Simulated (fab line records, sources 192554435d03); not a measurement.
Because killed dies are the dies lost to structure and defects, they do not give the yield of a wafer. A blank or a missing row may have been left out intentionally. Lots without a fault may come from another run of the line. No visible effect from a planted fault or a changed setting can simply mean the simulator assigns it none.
Chamber matching || flow n5 finfet || N5_BEOL_M8_DEP_56 on pecvd-03 has 3 sister chambers
The step deposits SiCN from 3MS/NH3, target thk 10 nm, time 17.5 s. 16 wafers are shown with their chamber, then 8 later ones without.

== EACH WAFER AND ITS CHAMBER ==
{"wafer": "L075.3", "chamber": 0, "showerhead plenum p Torr (Torr)": 3.689, "throttle valve pct (%)": 9.25}
{"wafer": "L075.4", "chamber": 1, "showerhead plenum p Torr (Torr)": 3.671, "throttle valve pct (%)": 9.14}
{"wafer": "L075.5", "chamber": 0, "showerhead plenum p Torr (Torr)": 3.686, "throttle valve pct (%)": 9.32}
{"wafer": "L078.3", "chamber": 0, "showerhead plenum p Torr (Torr)": 3.687, "throttle valve pct (%)": 9.33}
{"wafer": "L078.5", "chamber": 1, "showerhead plenum p Torr (Torr)": 3.676, "throttle valve pct (%)": 9.19}
{"wafer": "L078.6", "chamber": 0, "showerhead plenum p Torr (Torr)": 3.695, "throttle valve pct (%)": 9.38}
{"wafer": "L081.2", "chamber": 0, "showerhead plenum p Torr (Torr)": 3.685, "throttle valve pct (%)": 9.13}
{"wafer": "L081.4", "chamber": 0, "showerhead plenum p Torr (Torr)": 3.699, "throttle valve pct (%)": 9.41}
{"wafer": "L081.5", "chamber": 2, "showerhead plenum p Torr (Torr)": 3.638, "throttle valve pct (%)": 8.53}
{"wafer": "L086.1", "chamber": 0, "showerhead plenum p Torr (Torr)": 3.692, "throttle valve pct (%)": 9.15}
{"wafer": "L086.2", "chamber": 1, "showerhead plenum p Torr (Torr)": 3.670, "throttle valve pct (%)": 9.43}
{"wafer": "L086.3", "chamber": 2, "showerhead plenum p Torr (Torr)": 3.644, "throttle valve pct (%)": 8.60}
{"wafer": "L090.3", "chamber": 0, "showerhead plenum p Torr (Torr)": 3.694, "throttle valve pct (%)": 9.30}
{"wafer": "L090.4", "chamber": 1, "showerhead plenum p Torr (Torr)": 3.677, "throttle valve pct (%)": 9.21}
{"wafer": "L090.6", "chamber": 2, "showerhead plenum p Torr (Torr)": 3.653, "throttle valve pct (%)": 8.67}
{"wafer": "L093.1", "chamber": 2, "showerhead plenum p Torr (Torr)": 3.630, "throttle valve pct (%)": 8.41}

SIGNATURES, as means of the wafers listed above
{"reading": "showerhead plenum p Torr", "chamber 0": 3.69088, "chamber 1": 3.67350, "chamber 2": 3.64125, "scatter within a chamber": 0.00614}
{"reading": "throttle valve pct", "chamber 0": 9.2838, "chamber 1": 9.2425, "chamber 2": 8.5525, "scatter within a chamber": 0.11}
Rule: a wafer lies at a distance from a chamber equal to the root of the sum of squares, over the readings, of (its reading less the chamber's mean, divided by the reading's scatter). The wafer belongs to the nearest chamber; if the next one is less than 2 further off, it can't be placed. How the scatter is found: for the shown wafers, subtract from each reading the mean of its chamber, square and add these, divide the total by (wafers less chambers), then take the root.

== WAFERS WITHOUT THEIR CHAMBER ==
{"wafer": "L093.2", "showerhead plenum p Torr (Torr)": 3.671, "throttle valve pct (%)": 9.24}
{"wafer": "L093.4", "showerhead plenum p Torr (Torr)": 3.674, "throttle valve pct (%)": 9.14}
{"wafer": "L095.2", "showerhead plenum p Torr (Torr)": 3.685, "throttle valve pct (%)": 9.34}
{"wafer": "L095.3", "showerhead plenum p Torr (Torr)": 3.651, "throttle valve pct (%)": 8.80}
{"wafer": "L095.4", "showerhead plenum p Torr (Torr)": 3.666, "throttle valve pct (%)": 9.16}
{"wafer": "L097.1", "showerhead plenum p Torr (Torr)": 3.646, "throttle valve pct (%)": 8.96}
{"wafer": "L097.4", "showerhead plenum p Torr (Torr)": 3.668, "throttle valve pct (%)": 9.35}
{"wafer": "L097.5", "showerhead plenum p Torr (Torr)": 3.692, "throttle valve pct (%)": 9.46}

== EACH ONE'S CHAMBER ==
{"wafer": "L093.2", "from the rows above": 1, "in truth": 1}
{"wafer": "L093.4", "from the rows above": 1, "in truth": 1}
{"wafer": "L095.2", "from the rows above": "can't be placed: 0 or 1", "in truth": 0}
{"wafer": "L095.3", "from the rows above": 2, "in truth": 2}
{"wafer": "L095.4", "from the rows above": 1, "in truth": 1}
{"wafer": "L097.1", "from the rows above": "can't be placed: 2 or 1", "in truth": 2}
{"wafer": "L097.4", "from the rows above": 1, "in truth": 1}
{"wafer": "L097.5", "from the rows above": "can't be placed: 0 or 1", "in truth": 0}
Correctly placed: 5 of 8. These rows do not allow placing 3 (true chamber among the candidates in 3). Wrongly placed: 0.
